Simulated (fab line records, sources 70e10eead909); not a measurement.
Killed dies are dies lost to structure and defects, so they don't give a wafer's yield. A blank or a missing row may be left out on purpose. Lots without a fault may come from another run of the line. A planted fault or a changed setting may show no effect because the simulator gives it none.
A struck lot beside a sound one | flow nand_harc | 14 steps out of a route of 1302
Sound: wafers L167.4, L167.5, L167.6. Struck: wafers L158.3, L158.4, L158.5. The cause comes at the end.
At each step with rows: each side's tool, then ch and its chambers, then its first start. Under that, the readings that differ: sound wafers | struck wafers | difference of the means | sigmas: that difference in standard deviations of wafers without a fault.
alike: readings whose means differ by less than 2 such deviations, and words and numbers that are the same on both sides. not compared: withheld readings, readings that some wafer has no value for, bounds like >300 that may hide the same value, and numbers for which the record gives no deviation and whose values overlap.
The two part at a step that has a row with sigmas, a row that says differs or no value, or rows on one side only. Numbers that don't overlap but have no deviation are shown without sigmas and don't part them. A reading that every wafer of one side lacks parts them only if that side has two wafers or more.

first, 4 steps without rows for these wafers: NHARC_A_DECK1_JOINT_ETCH_09 (etches SiO2 in dHF, target depth 5 nm); NHARC_A_DECK1_JOINT_WET_10 (chemistry H3PO4, time 86 s); NHARC_A_DECK1_JOINT_ETCH_11 (etches SiO2 in dHF, target depth 35 nm); NHARC_A_DECK1_JOINT_CVD_12 (deposits poly-Si, target thk 90 nm, time 1800 s).
NHARC_A_DECK1_JOINT_CMP_13: polishes, target thk 51.023 nm.
  sound on cmp-01 ch 0,1,2, day 19 03:33; struck on cmp-02 ch 0,1, day 15 13:56
  alike: motor_current_A, time_to_endpoint_s
NHARC_A_DECK1_JOINT_THK_MEAS_14: measures by ellipsometry.
  sound on film_metro-02, day 19 03:44; struck on film_metro-01, day 15 14:11
  alike: thk_nm
then, 1 step without rows for these wafers: NHARC_A_DECK1_JOINT_SRD_04.
NHARC_A_DECK1_JOINT_ETCHBACK_00: etches the open film in HBr, target depth 30 nm, time 17.4 s.
  sound on rie_si-01 ch 1,2,3, day 19 03:53; struck on rie_si-05 ch 1,3, day 15 14:20
  alike: bias_w, drypump_motor_current_A, oes_product_au, throttle_valve_pct
  not compared: rf_hours_counter_h
then, 4 steps without rows for these wafers: NHARC_A_DECK1_JOINT_PRECLEAN_30 (cleans in SC1); NHARC_A_DECK1_JOINT_SRD_31; NHARC_A_DECK1_JOINT_CVD_34 (deposits SiNx, target thk 20 nm); NHARC_A_DECK1_JOINT_DEP_06 (deposits SiOx, target thk 80 nm).
NHARC_A_DECK1_JOINT_CURE_26: time 32 s.
  sound on fcvd-01 ch 0,1, day 19 10:40; struck on fcvd-01 ch 0,1, day 15 21:08
  no value came back on the struck wafers for pressure_atm, susceptor_temp_C (C), susceptor_temp_C_max; on the sound wafers pressure_atm reads 0.3946 0.3949 0.3948
then, 1 step without rows for these wafers: NHARC_A_DECK1_JOINT_ANNEAL_27 (time 3600 s).

WHERE THEY PART
Only at NHARC_A_DECK1_JOINT_CURE_26, within this record.

WHY: what the simulator had put in
Skipped step whole: fcvd-01, from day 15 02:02 on, at NHARC_A_DECK1_JOINT_CURE_26. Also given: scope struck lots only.
